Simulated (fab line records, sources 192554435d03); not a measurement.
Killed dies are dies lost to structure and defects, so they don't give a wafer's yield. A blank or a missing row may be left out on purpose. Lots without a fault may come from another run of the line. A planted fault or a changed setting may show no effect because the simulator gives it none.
Chamber matching | flow n5_finfet | N5_SD_EPI_P_DESCUM_14 on rie_diel-04: 4 sister chambers
The step chemistry O2, time 7.9 s. 4 wafers are shown with their chamber, then 10 later ones without.

WAFERS WITH THEIR CHAMBER
wafer  | chamber | drypump_motor_current_A (A)
L081.6 | 2       | 6.1
L090.3 | 3       | 5.9
L092.1 | 0       | 5.2
L092.3 | 1       | 5.2

WAFERS WITHOUT THEIR CHAMBER
wafer  | drypump_motor_current_A (A)
L092.6 | 5.2
L093.1 | 6.1
L093.3 | 5.2
L093.5 | 5.9
L094.1 | 5.1
L094.2 | 6.1
L094.5 | 5.1
L097.2 | 6.1
L097.3 | 5.1
L097.4 | 5.2

WHICH CHAMBER EACH WENT THROUGH
wafer  | from the rows above     | in truth
L092.6 | can't be placed: 0 or 1 | 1
L093.1 | 2                       | 2
L093.3 | can't be placed: 0 or 1 | 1
L093.5 | 3                       | 3
L094.1 | can't be placed: 0 or 1 | 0
L094.2 | 2                       | 2
L094.5 | can't be placed: 0 or 1 | 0
L097.2 | 2                       | 2
L097.3 | can't be placed: 0 or 1 | 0
L097.4 | can't be placed: 0 or 1 | 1
Placed correctly: 4 of 10. Can't be placed from these rows: 6 (the true chamber is among the candidates in 6). Placed wrongly: 0.
How it was worked out, from the rows above alone: a wafer's distance from a chamber is the root of the sum, over the readings, of the square of ((its reading less the chamber's mean) divided by the reading's scatter). The wafer belongs to the nearest chamber; if the next one is less than 2 further off, it can't be placed. A chamber's mean is the mean of its shown wafers. The scatter: with one shown wafer a chamber, the root of the mean of the squares of how far each hidden wafer lies from its nearest shown one.
